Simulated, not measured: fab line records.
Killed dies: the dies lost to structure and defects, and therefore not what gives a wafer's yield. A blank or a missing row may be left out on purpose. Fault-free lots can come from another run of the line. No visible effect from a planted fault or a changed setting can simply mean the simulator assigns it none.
Which tool did it? + flow nandHarc + Sampling: 24 lots, 72 wafers, 3 of 1159 route steps

## WHAT THE GAUGES READ, wafer by wafer
NHARC_P_GATE_CD_MEAS_26: target cd 120 nm. Usual: 120.2 nm for cdNm, sd 0.65.
| lot  | measured     | on       | cdNm (nm)         | flag |
|------|--------------|----------|-------------------|------|
| L074 | day 4 17:10  | cdSem-01 | 120.3 118.9 119.7 |      |
| L075 | day 4 23:10  | cdSem-03 | 120.7 119.6 120.0 |      |
| L076 | day 5 13:06  | cdSem-01 | 121.2 120.7 120.9 |      |
| L077 | day 5 11:47  | cdSem-02 | 120.6 120.0 120.5 |      |
| L078 | day 5 12:25  | cdSem-01 | 121.0 120.8 120.6 |      |
| L079 | day 6 06:45  | cdSem-03 | 120.3 119.7 120.7 |      |
| L080 | day 6 06:55  | cdSem-03 | 120.9 120.4 120.9 |      |
| L081 | day 6 13:56  | cdSem-03 | 120.9 120.2 120.5 |      |
| L082 | day 6 13:47  | cdSem-02 | 118.9 120.0 120.0 |      |
| L083 | day 6 21:07  | cdSem-01 | 121.2 121.0 119.5 |      |
| L084 | day 7 06:13  | cdSem-01 | 120.2 120.7 119.7 |      |
| L085 | day 7 23:59  | cdSem-02 | 119.4 120.4 119.5 |      |
| L086 | day 8 00:38  | cdSem-02 | 119.6 119.7 120.6 |      |
| L087 | day 8 00:09  | cdSem-03 | 118.9 119.8 119.8 |      |
| L088 | day 8 09:28  | cdSem-01 | 121.5 121.1 121.4 |      |
| L089 | day 8 10:07  | cdSem-03 | 120.3 120.6 119.8 |      |
| L090 | day 8 18:20  | cdSem-01 | 119.9 120.2 120.5 |      |
| L091 | day 9 01:30  | cdSem-03 | 120.8 119.9 120.5 |      |
| L092 | day 9 03:47  | cdSem-01 | 120.3 120.6 119.4 |      |
| L093 | day 9 11:16  | cdSem-03 | 120.8 120.0 119.6 |      |
| L094 | day 9 11:34  | cdSem-03 | 121.0 121.5 121.3 |      |
| L095 | day 9 22:24  | cdSem-01 | 119.9 119.2 119.1 |      |
| L096 | day 9 22:45  | cdSem-01 | 119.6 119.2 120.5 |      |
| L097 | day 10 13:02 | cdSem-03 | 120.3 119.6 120.6 |      |

## TOOL THAT RAN EACH LOT (tool first, then ch and the chambers of the sampled wafers, then the start)
| lot  | NHARC_P_ZERO_WELL_DESCUM_13      | NHARC_P_ZERO_WELL_ETCH_65        |
|------|----------------------------------|----------------------------------|
| L074 | rieDiel-04 ch 0,3, day 1 13:25   | rieDiel-04 ch 0,2,3, day 1 13:30 |
| L075 | rieDiel-06 ch 0,1,3, day 1 19:17 | rieDiel-06 ch 0,2,3, day 1 19:22 |
| L076 | rieDiel-07 ch 1,2,3, day 2 01:25 | rieDiel-07 ch 1,2,3, day 2 01:31 |
| L077 | rieDiel-06 ch 1,3, day 2 07:25   | rieDiel-06 ch 0,2,3, day 2 07:30 |
| L078 | rieDiel-06 ch 0,1,2, day 2 13:40 | rieDiel-06 ch 0,1,3, day 2 13:45 |
| L079 | rieDiel-04 ch 0,1,2, day 2 19:24 | rieDiel-04 ch 1,2,3, day 2 19:29 |
| L080 | rieDiel-06 ch 1,3, day 3 01:25   | rieDiel-06 ch 1,2, day 3 01:29   |
| L081 | rieDiel-04 ch 0,2,3, day 3 07:24 | rieDiel-04 ch 0,1,2, day 3 07:29 |
| L082 | rieDiel-04 ch 0,1,3, day 3 13:19 | rieDiel-04 ch 0,3, day 3 13:22   |
| L083 | rieDiel-07 ch 0,1,3, day 3 19:23 | rieDiel-07 ch 0,1,2, day 3 19:29 |
| L084 | rieDiel-04 ch 1,2, day 4 01:25   | rieDiel-04 ch 1,3, day 4 01:29   |
| L085 | rieDiel-07 ch 0,1,3, day 4 07:26 | rieDiel-07 ch 0,2,3, day 4 07:32 |
| L086 | rieDiel-07 ch 0,2,3, day 4 13:17 | rieDiel-07 ch 0,2,3, day 4 13:22 |
| L087 | rieDiel-07 ch 0,1,3, day 4 19:25 | rieDiel-07 ch 0,2,3, day 4 19:29 |
| L088 | rieDiel-06 ch 0,1,3, day 5 01:17 | rieDiel-06 ch 1,2,3, day 5 01:22 |
| L089 | rieDiel-04 ch 0,1,3, day 5 07:17 | rieDiel-04 ch 0,1, day 5 07:22   |
| L090 | rieDiel-06 ch 0,1,2, day 5 13:18 | rieDiel-06 ch 0,3, day 5 13:23   |
| L091 | rieDiel-07 ch 1,2,3, day 5 19:25 | rieDiel-07 ch 1,2, day 5 19:29   |
| L092 | rieDiel-04 ch 1,2,3, day 6 01:24 | rieDiel-04 ch 0,1,2, day 6 01:29 |
| L093 | rieDiel-06 ch 0,2,3, day 6 07:16 | rieDiel-06 ch 1,2,3, day 6 07:22 |
| L094 | rieDiel-04 ch 0,2,3, day 6 13:28 | rieDiel-04 ch 0,1,2, day 6 13:34 |
| L095 | rieDiel-07 ch 0,2,3, day 6 19:24 | rieDiel-07 ch 0,1,3, day 6 19:29 |
| L096 | rieDiel-06 ch 0,1,2, day 7 01:26 | rieDiel-06 ch 0,2, day 7 01:31   |
| L097 | rieDiel-04 ch 1,2,3, day 7 07:29 | rieDiel-04 ch 0,2,3, day 7 07:35 |
- NHARC_P_ZERO_WELL_DESCUM_13: chemistry O2, time 3 s.
- NHARC_P_ZERO_WELL_ETCH_65: etches the open film in N2/H2, target depth 80 nm, overetch 24 nm, time 87.88 s.

## AS READ BY THE TOOLS THEMSELVES (means over the sampled wafers that have a number; for cases with no such wafer, the mark the record gives instead)
NHARC_P_ZERO_WELL_DESCUM_13. Usual: drypumpMotorCurrentA 5.6 A, standard deviation 0.44; oesProductAu 0.998 a.u., standard deviation 0.0089; rfVppV 57.8 V, standard deviation 0.91; showerheadPlenumPTorr 1.91 Torr, standard deviation 0.076; throttleValvePct 11.311 %, standard deviation 0.0086.
| lot  | tool       | drypumpMotorCurrentA (A) | oesProductAu (a.u.) | rfVppV (V) | showerheadPlenumPTorr (Torr) | throttleValvePct (%) | flag |
|------|------------|--------------------------|---------------------|------------|------------------------------|----------------------|------|
| L074 | rieDiel-04 | 5.3                      | 1.002               | 58.3       | 2.01                         | 11.315               |      |
| L075 | rieDiel-06 | 5.3                      | 0.997               | 58.3       | 1.88                         | 11.307               |      |
| L076 | rieDiel-07 | 5.4                      | 0.999               | 57.4       | 1.91                         | 11.312               |      |
| L077 | rieDiel-06 | 5.7                      | 1.000               | 57.1       | 1.92                         | 11.307               |      |
| L078 | rieDiel-06 | 5.3                      | 0.996               | 56.5       | 1.83                         | 11.308               |      |
| L079 | rieDiel-04 | 5.7                      | 1.002               | 58.1       | 1.98                         | 11.314               |      |
| L080 | rieDiel-06 | 5.4                      | 0.994               | 58.2       | 1.85                         | 11.312               |      |
| L081 | rieDiel-04 | 5.7                      | 1.011               | 58.3       | 1.99                         | 11.305               |      |
| L082 | rieDiel-04 | 5.3                      | 0.995               | 56.8       | 1.96                         | 11.306               |      |
| L083 | rieDiel-07 | 5.7                      | 0.990               | 57.5       | 1.88                         | 11.310               |      |
| L084 | rieDiel-04 | 6.1                      | 0.999               | 57.6       | 1.96                         | 11.317               |      |
| L085 | rieDiel-07 | 5.7                      | 0.997               | 58.5       | 1.88                         | 11.316               |      |
| L086 | rieDiel-07 | 5.7                      | 0.995               | 58.1       | 1.87                         | 11.306               |      |
| L087 | rieDiel-07 | 5.7                      | 0.993               | 57.3       | 1.88                         | 11.307               |      |
| L088 | rieDiel-06 | 5.4                      | 0.994               | 57.4       | 1.88                         | 11.320               |      |
| L089 | rieDiel-04 | 5.3                      | 1.000               | 58.1       | 1.96                         | 11.315               |      |
| L090 | rieDiel-06 | 5.3                      | 0.992               | 57.3       | 1.83                         | 11.308               |      |
| L091 | rieDiel-07 | 5.4                      | 0.992               | 56.7       | 1.91                         | 11.315               |      |
| L092 | rieDiel-04 | 5.7                      | 0.996               | 58.2       | 1.94                         | 11.310               |      |
| L093 | rieDiel-06 | 5.6                      | 0.989               | 57.3       | 1.90                         | 11.306               |      |
| L094 | rieDiel-04 | 5.7                      | 1.002               | 58.4       | 1.99                         | 11.307               |      |
| L095 | rieDiel-07 | 5.7                      | 0.993               | 57.4       | 1.86                         | 11.309               |      |
| L096 | rieDiel-06 | 5.3                      | 0.993               | 57.4       | 1.83                         | 11.315               |      |
| L097 | rieDiel-04 | 5.6                      | 1.005               | 57.2       | 1.94                         | 11.307               |      |

NHARC_P_ZERO_WELL_ETCH_65. Usual: drypumpMotorCurrentA 5.5 A, standard deviation 0.42; oesProductAu 0.997 a.u., standard deviation 0.009; rfVppV 430.4 V, standard deviation 2.4; showerheadPlenumPTorr 2.04 Torr, standard deviation 0.085; throttleValvePct 14.171 %, standard deviation 0.0098.
| lot  | tool       | drypumpMotorCurrentA (A) | oesProductAu (a.u.) | rfVppV (V) | showerheadPlenumPTorr (Torr) | throttleValvePct (%) | flag |
|------|------------|--------------------------|---------------------|------------|------------------------------|----------------------|------|
| L074 | rieDiel-04 | 5.7                      | 1.002               | 432.5      | 2.13                         | 14.166               |      |
| L075 | rieDiel-06 | 5.6                      | 0.999               | 430.7      | 2.03                         | 14.178               |      |
| L076 | rieDiel-07 | 5.4                      | 0.997               | 430.2      | 2.04                         | 14.175               |      |
| L077 | rieDiel-06 | 5.5                      | 0.997               | 430.8      | 2.03                         | 14.164               |      |
| L078 | rieDiel-06 | 5.3                      | 1.002               | 429.3      | 2.00                         | 14.175               |      |
| L079 | rieDiel-04 | 5.6                      | 1.005               | 430.9      | 2.07                         | 14.171               |      |
| L080 | rieDiel-06 | 5.6                      | 1.001               | 427.9      | 1.95                         | 14.183               |      |
| L081 | rieDiel-04 | 5.7                      | 1.000               | 431.9      | 2.11                         | 14.165               |      |
| L082 | rieDiel-04 | 5.3                      | 1.004               | 433.2      | 2.15                         | 14.172               |      |
| L083 | rieDiel-07 | 5.6                      | 0.988               | 428.8      | 1.99                         | 14.174               |      |
| L084 | rieDiel-04 | 5.2                      | 0.998               | 430.7      | 2.05                         | 14.175               |      |
| L085 | rieDiel-07 | 5.7                      | 0.982               | 429.2      | 1.99                         | 14.171               |      |
| L086 | rieDiel-07 | 5.7                      | 0.991               | 429.0      | 1.99                         | 14.174               |      |
| L087 | rieDiel-07 | 5.7                      | 1.000               | 429.6      | 1.99                         | 14.162               |      |
| L088 | rieDiel-06 | 5.6                      | 0.999               | 429.8      | 2.00                         | 14.182               |      |
| L089 | rieDiel-04 | 5.3                      | 0.997               | 431.3      | 2.08                         | 14.166               |      |
| L090 | rieDiel-06 | 5.6                      | 0.992               | 431.2      | 2.07                         | 14.173               |      |
| L091 | rieDiel-07 | 5.3                      | 1.001               | 431.0      | 2.04                         | 14.176               |      |
| L092 | rieDiel-04 | 5.7                      | 1.010               | 432.1      | 2.11                         | 14.176               |      |
| L093 | rieDiel-06 | 5.7                      | 0.999               | 429.0      | 2.00                         | 14.166               |      |
| L094 | rieDiel-04 | 5.7                      | 1.005               | 432.1      | 2.11                         | 14.175               |      |
| L095 | rieDiel-07 | 5.7                      | 0.988               | 429.5      | 2.01                         | 14.162               |      |
| L096 | rieDiel-06 | 5.3                      | 0.989               | 429.3      | 1.98                         | 14.181               |      |
| L097 | rieDiel-04 | 5.7                      | 0.995               | 432.6      | 2.12                         | 14.174               |      |

## THE ANSWER, worked out from the rows above alone
Rule: lot off if the mean of its wafers having a number is beyond 3 standard deviations from the usual mean. Also off: a lot with no number at a reading for which 4 or more lots have one. All remaining lots with rows at the step are treated as sound. After the gauges, taken in route order, come the tools' own readings; for these a lot's mean is taken, as printed above. At the first step where some lot is off, the reading lying furthest off is the one used; lots without a number count as furthest.
No lot is off on any of the readings shown, so nothing can be concluded from this.

## WHAT THE SIMULATOR HAD INSERTED
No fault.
